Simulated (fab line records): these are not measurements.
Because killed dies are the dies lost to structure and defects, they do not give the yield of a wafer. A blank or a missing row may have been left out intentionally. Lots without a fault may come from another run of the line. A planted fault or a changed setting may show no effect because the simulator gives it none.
Chamber matching	flow nand-harc	4 sister chambers for NHARC_A_CONTACT_ETCH_92 on rie-diel-07
The step etches the open film in CH3F/O2, target depth 40 nm, time 85.7 s. 4 wafers are shown with their chamber, then 8 later ones without.

## WAFERS WITH THEIR CHAMBER
wafer	chamber	showerhead-plenum-p-Torr (Torr)
L267.5	0	2.55
L269.1	2	2.31
L269.3	3	2.47
L280.1	1	2.40

## WAFERS MISSING THEIR CHAMBER
wafer	showerhead-plenum-p-Torr (Torr)
L280.2	2.31
L280.4	2.46
L281.1	2.46
L281.3	2.55
L281.4	2.31
L283.2	2.40
L283.4	2.46
L283.5	2.40

## THE CHAMBER EACH PASSED THROUGH
wafer	from the rows above	in truth
L280.2	2	2
L280.4	3	3
L281.1	3	3
L281.3	0	0
L281.4	2	2
L283.2	1	1
L283.4	3	3
L283.5	1	1
Correctly placed: 8 of 8. Number that these rows cannot place: 0. Wrongly placed: 0.
How it was worked out, from the rows above alone: a wafer's distance from a chamber is the root of the sum, over the readings, of the square of ((its reading less the chamber's mean) divided by the reading's scatter). If the next closest chamber is less than 2 further off than the closest, the wafer can't be placed; otherwise it belongs to the closest. The mean given for a chamber averages the wafers shown for that chamber. The scatter: with one shown wafer a chamber, the root of the mean of the squares of how far each hidden wafer lies from its nearest shown one.
